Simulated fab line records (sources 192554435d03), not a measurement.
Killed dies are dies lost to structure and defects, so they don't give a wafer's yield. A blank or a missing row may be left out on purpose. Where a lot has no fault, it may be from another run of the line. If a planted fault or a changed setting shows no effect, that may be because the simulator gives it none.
fab line records + flow n5_finfet
record:
- lots: 7
- wafers: 39
route steps=1938 shown FIN_SAQP@110 HKMG_FIN@406 BEOL_M0_SAQP@638 BEOL_M1@800 BEOL_M4@1037 BEOL_M7@1263 BEOL_M9@1401 BEOL_M11@1536 BEOL_M12@1639 MIM_BOT@1833 PASSIVATION@1928
start_h: start of the lot's first displayed wafer, in hours after the record's first day + wait_h: how many hours have passed since the lot's step before this one + " as in the row above + L1.1+2: one row covering several wafers at once + - no value present, or no start provided + * or withheld: withheld + < > ~ a bound
route shown NAME@n: a module of which the file shows steps, and the number in the route of the first + usual: mean/standard deviation of fault-free wafers + same: alike in all rows + chamber/n: place in a boat + sites: each site's reading + _std_site: the standard deviation of these + _edge_site: inner sites' mean taken away from outer sites' mean + radius_mm: for every site, how far away it sits from the centre of the wafer + mask NAME#n: copy n + behind: the last tool/chamber to shape the wafer + hold: why the lot went on hold/how many hours it stayed there/how the hold came to an end + device: which transistor (n, p or np) failed to switch + end of line: the same wafers' tests at the end of the route + where a step has no rows: the recipe by itself + killed: at the first sort, the dies lost to defects and structure; wafer yield is something else + map: per-die view of a wafer (x killed, . not killed, _ where there is no die)
set.NAME: setting as actually run; set.NAME@STEP: the setting as run at that earlier step + model.NAME: the simulator's own value behind a step, which no gauge read
one table per step and one row per wafer, for lots whose settings were changed on purpose
== steps ==
step: N5_FIN_SAQP_DEVELOP_15
recipe:
- develop_time_s: 30
- developer: TMAH
- resist: CAR-ArF
- dev_temp_c: 23
- rinse_liquid: diw
- dry: air_spin
step: N5_FIN_SAQP_ETCH_69
recipe:
- chemistry: N2/H2
- target: SOC
- target_depth_a: 1500
- stop_on: SiNx
- ion_energy_ev: 100
- bias_w: 61
- pressure_mtorr: 30
- source_w: 850
- n2_flow_sccm: 200
- h2_flow_sccm: 200
step: N5_HKMG_FIN_ETCH_58
recipe:
- chemistry: N2/H2
- target: SOC
- target_depth_a: 2158
- ion_energy_ev: 50
- bias_w: 13
- time_s: 741
- pressure_mtorr: 30
- source_w: 875
- n2_flow_sccm: 200
- h2_flow_sccm: 200
step: N5_HKMG_FIN_DEVELOP_11
step: N5_BEOL_M0_SAQP_PECVD_04
recipe:
- material: a-Si
- target_thk_a: 600
- temp_c: 350
- precursor: SiH4/He
- pressure_torr: 3
- rf_w: 100
- time_s: 60.2
step: N5_BEOL_M1_TRENCH_ETCH_37
recipe:
- chemistry: C4F6/O2
- target_depth_a: 552.07
- target: SiOC
- time_s: 29
- ion_energy_ev: 250
- pressure_mtorr: 30
- source_w: 355
- bias_w: 185
- Ar_flow_sccm: 300
- C4F6_flow_sccm: 10
- O2_flow_sccm: 10
step: N5_BEOL_M4_DESCUM_16
recipe:
- chemistry: O2
- time_s: 7
- source_power_w: 50
- bias_power_w: 20
- pressure_mtorr: 20
- rf_frequency_hz: 2.712e+07
- temp_c: 40
- resist: CAR-EUV
- o2_flow_sccm: 225
step: N5_BEOL_M7_ILD_DEP_00
recipe:
- material: SiCOH_lowk
- target_thk_a: 1797.5
- temp_c: 300
- precursor: DEMS/porogen
- pressure_torr: 5
- rf_w: 500
- time_s: 33.4
step: N5_BEOL_M9_ILD_DEP_00
recipe:
- material: SiCOH_lowk
- target_thk_a: 3085.1
- temp_c: 300
- precursor: DEMS/porogen
- pressure_torr: 5
- rf_w: 500
- time_s: 58
step: N5_BEOL_M11_ILD_DEP_00
step: N5_BEOL_M12_TRENCH_ETCH_34
recipe:
- chemistry: C4F8/O2/Ar
- target: SiOC
- target_depth_a: 3189.5
- mask_material: SOC
- pressure_mtorr: 30
- source_w: 3000
- bias_w: 700
- Ar_flow_sccm: 400
- C4F8_flow_sccm: 15
- O2_flow_sccm: 8
- he_inner_torr: 15
- he_outer_torr: 30
- time_s: 125.5
- ion_energy_ev: 250
step: N5_MIM_BOT_SPUTTER_00
recipe:
- material: TiN
- target_thk_a: 350
- temp_c: 200
- power_w: 3000
- chamber_pressure_pa: 0.49996
- gas: Ar
- reactive_partial_pa: 0.37997
- time_s: 89.7
step: N5_PASSIVATION_DESCUM_46
recipe:
- chemistry: O2
- time_s: 7.9
- source_power_w: 50
- bias_power_w: 20
- pressure_mtorr: 20
- rf_frequency_hz: 2.712e+07
- temp_c: 40
- o2_flow_sccm: 225
step: N5_PASSIVATION_PROBE_49
usual:
- sort_bin_8_speed: 0/0
| lot.wafer | tool      | chamber | start_h | wait_h | set.develop_time_s@FIN_SAQP_DEVELOP_15 | set.target_depth_a@FIN_SAQP_ETCH_69 | set.target_depth_a@HKMG_FIN_ETCH_58 | set.develop_time_s@HKMG_FIN_DEVELOP_11 | set.time_s@BEOL_M0_SAQP_PECVD_04 | set.target_depth_a@BEOL_M1_TRENCH_ETCH_37 | set.time_s@BEOL_M4_DESCUM_16 | set.target_thk_a@BEOL_M7_ILD_DEP_00 | set.time_s@BEOL_M9_ILD_DEP_00 | set.time_s@BEOL_M11_ILD_DEP_00 | set.time_s@BEOL_M12_TRENCH_ETCH_34 | set.target_thk_a@MIM_BOT_SPUTTER_00 | set.time_s@PASSIVATION_DESCUM_46 | sort_bin_8_speed[%] |
|-----------|-----------|---------|---------|--------|----------------------------------------|-------------------------------------|-------------------------------------|----------------------------------------|----------------------------------|-------------------------------------------|------------------------------|-------------------------------------|-------------------------------|--------------------------------|------------------------------------|-------------------------------------|----------------------------------|---------------------|
| L076.1    | prober-02 | -       | 298.13  | 0.0    | 12.27                                  | 879.3                               | 3413                                | 30                                     | 60.2                             | 552.07                                    | 7                            | 1797.5                              | 58                            | 68.84                          | 125.5                              | 446                                 | 7.9                              | 0                   |
| L076.2    | prober-02 | -       | 298.18  | 0.1    | 30                                     | 1500                                | 3413                                | 30                                     | 60.2                             | 552.07                                    | 7                            | 1797.5                              | 58                            | 68.84                          | 173.9                              | 446                                 | 7.9                              | 0                   |
| L076.3    | prober-02 | -       | 298.23  | 0.1    | 12.27                                  | 1500                                | 2158                                | 30                                     | 33.66                            | 552.07                                    | 5.025                        | 1797.5                              | 58                            | 68.84                          | 173.9                              | 350                                 | 7.9                              | 0                   |
| L076.4    | prober-02 | -       | 298.28  | 0.2    | 12.27                                  | 1500                                | 2158                                | 30                                     | 33.66                            | 552.07                                    | 7                            | 1797.5                              | 58                            | 58                             | 125.5                              | 350                                 | 7.9                              | 0                   |
| L076.5    | prober-02 | -       | 298.33  | 0.2    | 30                                     | 879.3                               | 2158                                | 30                                     | 60.2                             | 552.07                                    | 5.025                        | 1797.5                              | 58                            | 58                             | 173.9                              | 446                                 | 7.9                              | 0                   |
| L076.6    | prober-02 | -       | 298.38  | 0.3    | 30                                     | 879.3                               | 3413                                | 30                                     | 33.66                            | 552.07                                    | 5.025                        | 1797.5                              | 58                            | 58                             | 125.5                              | 350                                 | 7.9                              | 0                   |
| L080.1    | prober-02 | -       | 325.54  | 0.0    | 30                                     | 1873                                | 2548                                | 30                                     | 60.2                             | 878                                       | 7                            | 883.8                               | 58                            | 58                             | 70.65                              | 350                                 | 11.44                            | 0                   |
| L080.2    | prober-02 | -       | 325.59  | 0.1    | 14.55                                  | 1873                                | 2548                                | 16.94                                  | 60.2                             | 552.07                                    | 8.375                        | 883.8                               | 58                            | 58                             | 125.5                              | 258                                 | 7.9                              | 0                   |
| L080.3    | prober-02 | -       | 325.64  | 0.1    | 30                                     | 1500                                | 2158                                | 30                                     | 60.2                             | 552.07                                    | 8.375                        | 1797.5                              | 78.41                         | 58                             | 125.5                              | 350                                 | 7.9                              | 0                   |
| L080.4    | prober-02 | -       | 325.69  | 0.2    | 30                                     | 1500                                | 2548                                | 16.94                                  | 60.2                             | 552.07                                    | 7                            | 883.8                               | 78.41                         | 58                             | 125.5                              | 350                                 | 11.44                            | 0                   |
| L080.5    | prober-02 | -       | 325.74  | 0.2    | 14.55                                  | 1873                                | 2158                                | 30                                     | 60.2                             | 878                                       | 8.375                        | 1797.5                              | 58                            | 58                             | 70.65                              | 258                                 | 11.44                            | 0.08                |
| L080.6    | prober-02 | -       | 325.79  | 0.3    | 14.55                                  | 1500                                | 2158                                | 16.94                                  | 60.2                             | 878                                       | 7                            | 1797.5                              | 78.41                         | 58                             | 70.65                              | 258                                 | 7.9                              | 0                   |
| L082.1    | prober-02 | -       | 330.01  | 0.0    | 30                                     | 1500                                | 2158                                | 30                                     | 48.12                            | 552.07                                    | 4.639                        | 1056                                | 58                            | 45.61                          | 57.2                               | 350                                 | 11.73                            | 3.90                |
| L082.2    | prober-02 | -       | 330.06  | 0.1    | 30                                     | 1500                                | 1583                                | 30                                     | 60.2                             | 552.07                                    | 7                            | 1797.5                              | 58                            | 45.61                          | 57.2                               | 350                                 | 7.9                              | 19.24               |
| L082.3    | prober-02 | -       | 330.11  | 0.1    | 30                                     | 1500                                | 1583                                | 30                                     | 60.2                             | 552.07                                    | 4.639                        | 1797.5                              | 58                            | 58                             | 125.5                              | 350                                 | 7.9                              | 0                   |
| L082.4    | prober-02 | -       | 330.16  | 0.2    | 30                                     | 1172                                | 2158                                | 30                                     | 60.2                             | 552.07                                    | 4.639                        | 1056                                | 58                            | 58                             | 57.2                               | 350                                 | 7.9                              | 15.00               |
| L082.5    | prober-02 | -       | 330.21  | 0.2    | 30                                     | 1172                                | 1583                                | 30                                     | 48.12                            | 552.07                                    | 7                            | 1056                                | 58                            | 45.61                          | 125.5                              | 350                                 | 11.73                            | 0                   |
| L082.6    | prober-02 | -       | 330.26  | 0.3    | 30                                     | 1172                                | 2158                                | 30                                     | 48.12                            | 552.07                                    | 7                            | 1797.5                              | 58                            | 58                             | 125.5                              | 350                                 | 11.73                            | 0                   |
| L085.2    | prober-01 | -       | 335.22  | 0.1    | 30                                     | 1500                                | 2158                                | 30                                     | 60.2                             | 552.07                                    | 7                            | 1797.5                              | 58                            | 58                             | 125.5                              | 350                                 | 7.9                              | 0                   |
| L085.4    | prober-01 | -       | 335.32  | 0.2    | 30                                     | 1500                                | 2158                                | 30                                     | 60.2                             | 552.07                                    | 7                            | 1797.5                              | 58                            | 58                             | 125.5                              | 350                                 | 7.9                              | 0                   |
| L085.5    | prober-01 | -       | 335.37  | 0.2    | 30                                     | 1500                                | 2158                                | 30                                     | 60.2                             | 552.07                                    | 7                            | 1797.5                              | 58                            | 58                             | 125.5                              | 350                                 | 7.9                              | 0                   |
| L088.1    | prober-01 | -       | 358.57  | 0.0    | 30                                     | 1500                                | 2158                                | 19.76                                  | 60.2                             | 552.07                                    | 7                            | 2492                                | 45.08                         | 31.75                          | 125.5                              | 350                                 | 7.9                              | 0                   |
| L088.2    | prober-01 | -       | 358.62  | 0.1    | 30                                     | 1500                                | 2158                                | 30                                     | 60.2                             | 552.07                                    | 7                            | 1797.5                              | 58                            | 58                             | 54.58                              | 295                                 | 7.9                              | 34.15               |
| L088.3    | prober-01 | -       | 358.67  | 0.1    | 30                                     | 1500                                | 3343                                | 19.76                                  | 60.2                             | 552.07                                    | 4.956                        | 1797.5                              | 45.08                         | 58                             | 54.58                              | 350                                 | 11.72                            | 29.83               |
| L088.4    | prober-01 | -       | 358.72  | 0.2    | 30                                     | 1500                                | 2158                                | 30                                     | 49.78                            | 552.07                                    | 4.956                        | 2492                                | 58                            | 31.75                          | 54.58                              | 350                                 | 11.72                            | 0.17                |
| L088.5    | prober-01 | -       | 358.77  | 0.2    | 30                                     | 1500                                | 3343                                | 19.76                                  | 49.78                            | 552.07                                    | 7                            | 2492                                | 45.08                         | 58                             | 125.5                              | 295                                 | 11.72                            | 0                   |
| L088.6    | prober-01 | -       | 358.82  | 0.3    | 30                                     | 1500                                | 3343                                | 30                                     | 49.78                            | 552.07                                    | 4.956                        | 1797.5                              | 58                            | 31.75                          | 125.5                              | 295                                 | 7.9                              | 0                   |
| L091.1    | prober-01 | -       | 395.17  | 0.7    | 43.32                                  | 1500                                | 2158                                | 30                                     | 42.73                            | 676.2                                     | 10.11                        | 1797.5                              | 58                            | 58                             | 63.81                              | 350                                 | 7.9                              | 11.19               |
| L091.2    | prober-01 | -       | 395.22  | 0.8    | 30                                     | 1500                                | 2698                                | 30                                     | 60.2                             | 552.07                                    | 10.11                        | 1797.5                              | 58                            | 58                             | 125.5                              | 350                                 | 11.25                            | 0                   |
| L091.3    | prober-01 | -       | 395.27  | 0.8    | 30                                     | 1981                                | 2158                                | 41.27                                  | 60.2                             | 552.07                                    | 7                            | 1797.5                              | 58                            | 58                             | 63.81                              | 350                                 | 11.25                            | 11.10               |
| L091.4    | prober-01 | -       | 395.32  | 0.9    | 43.32                                  | 1981                                | 2698                                | 30                                     | 42.73                            | 676.2                                     | 7                            | 1797.5                              | 58                            | 58                             | 125.5                              | 350                                 | 11.25                            | 0                   |
| L091.5    | prober-01 | -       | 395.37  | 0.9    | 30                                     | 1981                                | 2158                                | 41.27                                  | 42.73                            | 552.07                                    | 7                            | 1797.5                              | 58                            | 58                             | 125.5                              | 350                                 | 7.9                              | 0                   |
| L091.6    | prober-01 | -       | 395.42  | 1.0    | 43.32                                  | 1500                                | 2698                                | 41.27                                  | 60.2                             | 676.2                                     | 10.11                        | 1797.5                              | 58                            | 58                             | 63.81                              | 350                                 | 7.9                              | 10.76               |
| L097.1    | prober-01 | -       | 437.35  | 0.0    | 30                                     | 1500                                | 2158                                | 30                                     | 60.2                             | 552.07                                    | 7                            | 1797.5                              | 29.45                         | 58                             | 64.72                              | 425.1                               | 4.395                            | 0                   |
| L097.2    | prober-01 | -       | 437.40  | 0.1    | 30                                     | 1500                                | 2158                                | 14.79                                  | 60.2                             | 349.6                                     | 9.684                        | 1089                                | 29.45                         | 58                             | 125.5                              | 350                                 | 7.9                              | 0                   |
| L097.3    | prober-01 | -       | 437.45  | 0.1    | 30                                     | 1500                                | 2158                                | 14.79                                  | 60.2                             | 552.07                                    | 9.684                        | 1797.5                              | 58                            | 58                             | 64.72                              | 425.1                               | 7.9                              | 5.17                |
| L097.4    | prober-01 | -       | 437.50  | 0.2    | 30                                     | 2209                                | 2158                                | 14.79                                  | 60.2                             | 349.6                                     | 7                            | 1797.5                              | 29.45                         | 69.22                          | 125.5                              | 350                                 | 7.9                              | 0                   |
| L097.5    | prober-01 | -       | 437.55  | 0.2    | 30                                     | 2209                                | 2158                                | 30                                     | 60.2                             | 552.07                                    | 9.684                        | 1089                                | 58                            | 69.22                          | 64.72                              | 350                                 | 4.395                            | 7.88                |
| L097.6    | prober-01 | -       | 437.60  | 0.3    | 30                                     | 2209                                | 2158                                | 30                                     | 60.2                             | 349.6                                     | 7                            | 1089                                | 58                            | 69.22                          | 125.5                              | 425.1                               | 4.395                            | 0                   |
killed by level:class
L076.1 MIM_BOT:area_sputter=290 FIN_SAQP:geometric_particle:open=13 MOL_CONTACT_COAG:geometric_particle:open=9 STI_FIN_REVEAL:geometric_particle:open=8 BEOL_M3:geometric_particle:open=8 FIN_SAQP:geometric_particle:short=6 STARTING-WAFER:geometric_particle:short=5 STI_FIN_REVEAL:geometric_particle:short=4
L076.2 MIM_BOT:area_sputter=262 M3:area_ald=89 STI_FIN_REVEAL:geometric_particle:open=15 FIN_SAQP:geometric_particle:open=12 BEOL_M0_SAQP:geometric_particle:short=10 BEOL_M3:geometric_particle:open=9 BEOL_M0_SAQP:geometric_particle:open=6 BEOL_M1:geometric_particle:short=5
L076.3 FIN_SAQP:geometric_particle:open=11 BEOL_M3:geometric_particle:open=11 BEOL_M0_SAQP:geometric_particle:open=10 STI_FIN_REVEAL:geometric_particle:open=8 BEOL_M0_SAQP:geometric_particle:short=8 MOL_CONTACT_COAG:geometric_particle:open=6 BEOL_M2:geometric_particle:open=5 FIN_SAQP:geometric_particle:short=3
L076.4 M3:area_ald=128 FIN_SAQP:geometric_particle:open=10 STI_FIN_REVEAL:geometric_particle:open=8 BEOL_M0_SAQP:geometric_particle:open=7 BEOL_M0_SAQP:geometric_particle:short=6 BEOL_M2:geometric_particle:open=6 DUMMY_GATE:geometric_particle:open=4 ILD0:geometric_particle:open=4
L076.5 MIM_BOT:area_sputter=292 MOL_CONTACT_COAG:geometric_particle:open=9 FIN_SAQP:geometric_particle:open=8 BEOL_M3:geometric_particle:open=8 DUMMY_GATE:geometric_particle:open=7 BEOL_M0_SAQP:geometric_particle:open=5 STARTING-WAFER:geometric_particle:open=5 STI_FIN_REVEAL:geometric_particle:open=4
L076.6 M3:area_ald=133 BEOL_M3:geometric_particle:open=9 STI_FIN_REVEAL:geometric_particle:open=8 STARTING-WAFER:geometric_particle:open=7 FIN_SAQP:geometric_particle:open=6 DUMMY_GATE:geometric_particle:open=5 BEOL_M0_SAQP:geometric_particle:open=5 BEOL_M0:geometric_particle:open=5
L080.1 BEOL_M1:area_etch=1057 BEOL_M7:area_dep=30 BEOL_M3:geometric_particle:open=10 FIN_SAQP:geometric_particle:short=9 GATE_CUT:geometric_particle:open=6 BEOL_M2:geometric_particle:open=6 BEOL_M4:geometric_particle:open=6 BEOL_M5:geometric_particle:open=4
L080.2 BEOL_M7:area_dep=1055 BEOL_M0_SAQP:geometric_particle:short=11 FIN_SAQP:geometric_particle:short=10 BEOL_M0_SAQP:geometric_particle:open=9 FIN_SAQP:geometric_particle:open=7 GATE_CUT:geometric_particle:short=6 MOL_CONTACT_COAG:geometric_particle:open=6 BEOL_M2:geometric_particle:open=6
L080.3 BEOL_M9:area_etch=1075 BEOL_M0_SAQP:geometric_particle:open=14 BEOL_M0_SAQP:geometric_particle:short=10 FIN_SAQP:geometric_particle:short=9 BEOL_M1:geometric_particle:open=8 FIN_SAQP:geometric_particle:open=7 STARTING-WAFER:geometric_particle:open=5 BEOL_M3:geometric_particle:open=4
L080.4 BEOL_M7:area_dep=1001 BEOL_M2:geometric_particle:open=27 BEOL_M9:area_etch=22 BEOL_M0_SAQP:geometric_particle:open=16 BEOL_M0_SAQP:geometric_particle:short=14 FIN_SAQP:geometric_particle:short=12 MOL_CONTACT_COAG:geometric_particle:open=9 BEOL_M1:geometric_particle:open=9
L080.5 BEOL_M1:area_etch=984 GATE_CUT:geometric_particle:short=8 BEOL_M0_SAQP:geometric_particle:short=8 GATE_CUT:geometric_particle:open=7 MOL_CONTACT_COAG:geometric_particle:open=6 FIN_SAQP:geometric_particle:open=5 BEOL_M2:geometric_particle:open=5 BEOL_M0_SAQP:geometric_particle:open=4
L080.6 BEOL_M1:area_etch=985 BEOL_M9:area_etch=87 BEOL_M0_SAQP:geometric_particle:short=13 BEOL_M0_SAQP:geometric_particle:open=8 BEOL_M1:geometric_particle:open=8 BEOL_M2:geometric_particle:open=8 FIN_SAQP:geometric_particle:short=7 BEOL_M5:geometric_particle:open=7
L082.1 BEOL_M7:area_dep=793 BEOL_M12:area_ecd=46 M3:area_ald=16 MOL_CONTACT_COAG:geometric_particle:open=13 BEOL_M3:geometric_particle:open=9 FIN_SAQP:geometric_particle:open=7 BEOL_M0_SAQP:geometric_particle:open=7 BEOL_M2:geometric_particle:open=6
L082.2 BEOL_M12:area_ecd=227 FIN_SAQP:geometric_particle:open=11 MOL_CONTACT_COAG:geometric_particle:open=11 GATE_CUT:geometric_particle:short=6 BEOL_M2:geometric_particle:open=5 BEOL_M5:geometric_particle:open=5 FIN_SAQP:geometric_particle:short=4 DUMMY_GATE:geometric_particle:open=4
L082.3 M3:area_ald=12 BEOL_M3:geometric_particle:open=11 FIN_SAQP:geometric_particle:open=10 BEOL_M4:geometric_particle:open=8 BEOL_M0_SAQP:geometric_particle:open=7 BEOL_M2:geometric_particle:open=6 FIN_SAQP:geometric_particle:short=5 GATE_CUT:geometric_particle:short=5
L082.4 BEOL_M7:area_dep=348 BEOL_M12:area_ecd=177 MOL_CONTACT_COAG:geometric_particle:open=17 BEOL_M3:geometric_particle:open=12 DUMMY_GATE:geometric_particle:open=7 FIN_SAQP:geometric_particle:short=6 BEOL_M2:geometric_particle:open=5 FIN_SAQP:geometric_particle:open=4
L082.5 BEOL_M7:area_dep=654 M3:area_ald=14 BEOL_M0_SAQP:geometric_particle:short=10 BEOL_M0_SAQP:geometric_particle:open=9 BEOL_M4:geometric_particle:open=6 BEOL_M1:geometric_particle:open=5 FIN_SAQP:geometric_particle:short=4 BEOL_M4:geometric_particle:short=4
L082.6 FIN_SAQP:geometric_particle:short=12 FIN_SAQP:geometric_particle:open=11 BEOL_M0_SAQP:geometric_particle:open=11 BEOL_M3:geometric_particle:open=10 BEOL_M4:geometric_particle:open=9 MOL_CONTACT_COAG:geometric_particle:open=6 GATE_CUT:geometric_particle:short=4 BEOL_M0_SAQP:geometric_particle:short=4
L085.2 BEOL_M0_SAQP:geometric_particle:short=10 BEOL_M3:geometric_particle:open=10 BEOL_M0_SAQP:geometric_particle:open=9 BEOL_M2:geometric_particle:open=8 MOL_CONTACT_COAG:geometric_particle:open=7 FIN_SAQP:geometric_particle:open=6 STI_FIN_REVEAL:geometric_particle:open=6 BEOL_M2:geometric_particle:short=6
L085.4 FIN_SAQP:geometric_particle:open=14 BEOL_M1:geometric_particle:open=9 BEOL_M3:geometric_particle:open=9 MOL_CONTACT_COAG:geometric_particle:open=8 STI_FIN_REVEAL:geometric_particle:open=5 BEOL_M3:geometric_particle:short=4 BEOL_M2:geometric_particle:open=4 BEOL_M4:geometric_particle:open=4
L085.5 STI_FIN_REVEAL:geometric_particle:open=13 BEOL_M0_SAQP:geometric_particle:open=8 MOL_CONTACT_COAG:geometric_particle:open=7 BEOL_M5:geometric_particle:open=7 FIN_SAQP:geometric_particle:short=5 BEOL_M2:geometric_particle:open=5 BEOL_M3:geometric_particle:open=5 FIN_SAQP:geometric_particle:open=4
L088.1 BEOL_M11:area_dep=1000 M3:area_ald=41 STI_FIN_REVEAL:geometric_particle:open=29 BEOL_M3:geometric_particle:open=13 BEOL_M0_SAQP:geometric_particle:open=12 BEOL_M0_SAQP:geometric_particle:short=10 BEOL_M1:geometric_particle:open=5 GATE_CUT:geometric_particle:short=4
L088.2 BEOL_M12:area_ecd=403 STI_FIN_REVEAL:geometric_particle:open=49 MOL_CONTACT_COAG:geometric_particle:open=20 BEOL_M0_SAQP:geometric_particle:open=10 BEOL_M4:geometric_particle:open=9 BEOL_M3:geometric_particle:open=8 BEOL_M2:geometric_particle:open=7 STI_FIN_REVEAL:geometric_particle:short=6
L088.3 BEOL_M12:area_ecd=352 STI_FIN_REVEAL:geometric_particle:open=31 BEOL_M3:geometric_particle:open=11 MOL_CONTACT_COAG:geometric_particle:open=6 BEOL_M1:geometric_particle:open=6 BEOL_M6:geometric_particle:open=6 STI_FIN_REVEAL:geometric_particle:short=5 BEOL_M0_SAQP:geometric_particle:open=5
L088.4 BEOL_M11:area_dep=1062 STI_FIN_REVEAL:geometric_particle:open=13 MOL_CONTACT_COAG:geometric_particle:open=10 BEOL_M3:geometric_particle:open=9 BEOL_M4:geometric_particle:short=6 MOL_CONTACT_COAG:geometric_particle:short=5 BEOL_M4:geometric_particle:open=5 STARTING-WAFER:geometric_particle:short=4
L088.5 BEOL_M7:area_etch=1027 M3:area_ald=51 MOL_CONTACT_COAG:geometric_particle:open=18 STI_FIN_REVEAL:geometric_particle:open=16 BEOL_M4:geometric_particle:open=11 BEOL_M3:geometric_particle:open=7 STI_FIN_REVEAL:geometric_particle:short=6 BEOL_M0_SAQP:geometric_particle:short=5
L088.6 BEOL_M11:area_dep=948 M3:area_ald=44 STI_FIN_REVEAL:geometric_particle:open=41 STI_FIN_REVEAL:geometric_particle:short=13 BEOL_M4:geometric_particle:open=11 FIN_SAQP:geometric_particle:open=6 BEOL_M3:geometric_particle:open=6 BEOL_M0_SAQP:geometric_particle:short=5
L091.1 BEOL_M12:area_ecd=132 MOL_CONTACT_COAG:geometric_particle:open=10 BEOL_M3:geometric_particle:open=10 BEOL_M4:geometric_particle:open=8 STI_FIN_REVEAL:geometric_particle:open=6 BEOL_M0_SAQP:geometric_particle:short=5 BEOL_M0:geometric_particle:open=5 FIN_SAQP:geometric_particle:open=4
L091.2 BEOL_M3:geometric_particle:open=14 STI_FIN_REVEAL:geometric_particle:open=13 BEOL_M4:geometric_particle:open=11 BEOL_M0_SAQP:geometric_particle:short=9 MOL_CONTACT_COAG:geometric_particle:open=7 BEOL_M1:geometric_particle:open=7 FIN_SAQP:geometric_particle:short=5 STI_FIN_REVEAL:geometric_particle:short=5
L091.3 BEOL_M12:area_ecd=131 STI_FIN_REVEAL:geometric_particle:open=12 FIN_SAQP:geometric_particle:short=10 BEOL_M3:geometric_particle:open=9 BEOL_M0_SAQP:geometric_particle:short=9 FIN_SAQP:geometric_particle:open=8 GATE_CUT:geometric_particle:short=8 STI_FIN_REVEAL:geometric_particle:short=7
L091.4 BEOL_M1:geometric_particle:open=11 BEOL_M4:geometric_particle:open=9 STI_FIN_REVEAL:geometric_particle:open=7 GATE_CUT:geometric_particle:short=7 MOL_CONTACT_COAG:geometric_particle:open=7 BEOL_M0_SAQP:geometric_particle:open=6 FIN_SAQP:geometric_particle:open=5 BEOL_M0_SAQP:geometric_particle:short=5
L091.5 MOL_CONTACT_COAG:geometric_particle:open=15 BEOL_M1:geometric_particle:open=11 BEOL_M0_SAQP:geometric_particle:open=9 GATE_CUT:geometric_particle:short=8 BEOL_M0_SAQP:geometric_particle:short=8 BEOL_M0:geometric_particle:open=7 BEOL_M1:geometric_particle:short=6 BEOL_M3:geometric_particle:open=6
L091.6 BEOL_M12:area_ecd=127 FIN_SAQP:geometric_particle:short=14 MOL_CONTACT_COAG:geometric_particle:open=12 BEOL_M1:geometric_particle:open=9 BEOL_M4:geometric_particle:open=9 BEOL_M0:geometric_particle:open=7 BEOL_M1:geometric_particle:short=7 BEOL_M0_SAQP:geometric_particle:short=6
L097.1 BEOL_M9:area_dep=1060 BEOL_M3:geometric_particle:open=17 FIN_SAQP:geometric_particle:short=9 MOL_CONTACT_COAG:geometric_particle:open=7 BEOL_M4:geometric_particle:open=6 GATE_CUT:geometric_particle:short=5 BEOL_M0:geometric_particle:open=4 DUMMY_GATE:geometric_particle:open=4
L097.2 BEOL_M9:area_dep=987 BEOL_M7:area_dep=83 FIN_SAQP:geometric_particle:open=13 FIN_SAQP:geometric_particle:short=11 BEOL_M3:geometric_particle:open=9 BEOL_M0_SAQP:geometric_particle:short=6 GATE_CUT:geometric_particle:short=5 BEOL_M4:geometric_particle:open=5
L097.3 BEOL_M12:area_ecd=61 BEOL_M3:geometric_particle:open=10 BEOL_M0_SAQP:geometric_particle:open=9 BEOL_M5:geometric_particle:open=8 BEOL_M0_SAQP:geometric_particle:short=7 BEOL_M2:geometric_particle:open=6 FIN_SAQP:geometric_particle:short=5 STI_FIN_REVEAL:geometric_particle:open=5
L097.4 BEOL_M9:area_dep=1039 BEOL_M2:geometric_particle:open=13 STI_FIN_REVEAL:geometric_particle:open=12 FIN_SAQP:geometric_particle:open=10 FIN_SAQP:geometric_particle:short=10 MOL_CONTACT_COAG:geometric_particle:open=7 BEOL_M3:geometric_particle:open=7 BEOL_M4:geometric_particle:open=7
L097.5 BEOL_M7:area_dep=133 BEOL_M12:area_ecd=93 MOL_CONTACT_COAG:geometric_particle:open=12 FIN_SAQP:geometric_particle:short=11 BEOL_M0_SAQP:geometric_particle:open=11 FIN_SAQP:geometric_particle:open=10 BEOL_M2:geometric_particle:open=10 BEOL_M3:geometric_particle:open=8
L097.6 BEOL_M7:area_dep=43 BEOL_M4:geometric_particle:open=14 STI_FIN_REVEAL:geometric_particle:open=13 BEOL_M2:geometric_particle:open=13 FIN_SAQP:geometric_particle:short=9 BEOL_M3:geometric_particle:open=6 GATE_CUT:geometric_particle:short=5 MOL_CONTACT_COAG:geometric_particle:open=4
== key ==
split:
- step: N5_FIN_SAQP_DEVELOP_15
- setting: develop_time_s
- stated_as: 30
response none clear
split:
- step: N5_FIN_SAQP_ETCH_69
- setting: target_depth_a
- stated_as: 1500
response none clear
split:
- step: N5_HKMG_FIN_ETCH_58
- setting: target_depth_a
- stated_as: 2158
response none clear
split:
- step: N5_HKMG_FIN_DEVELOP_11
- setting: develop_time_s
- stated_as: 30
response none clear
split:
- step: N5_BEOL_M0_SAQP_PECVD_04
- setting: time_s
- stated_as: 60.2
response none clear
split:
- step: N5_BEOL_M1_TRENCH_ETCH_37
- setting: target_depth_a
- stated_as: 552.07
response none clear
split:
- step: N5_BEOL_M4_DESCUM_16
- setting: time_s
- stated_as: 7
response none clear
split:
- step: N5_BEOL_M7_ILD_DEP_00
- setting: target_thk_a
- stated_as: 1797.5
response none clear
split:
- step: N5_BEOL_M9_ILD_DEP_00
- setting: time_s
- stated_as: 58
response none clear
split:
- step: N5_BEOL_M11_ILD_DEP_00
- setting: time_s
- stated_as: 58
response none clear
split:
- step: N5_BEOL_M12_TRENCH_ETCH_34
- setting: time_s
- stated_as: 125.5
response:
- step: N5_PASSIVATION_PROBE_49
- reading: sort_bin_8_speed
- slope: -0.226
- per: 1%
- together_with: all
- explained: 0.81
split:
- step: N5_MIM_BOT_SPUTTER_00
- setting: target_thk_a
- stated_as: 350
response none clear
split:
- step: N5_PASSIVATION_DESCUM_46
- setting: time_s
- stated_as: 7.9
response none clear
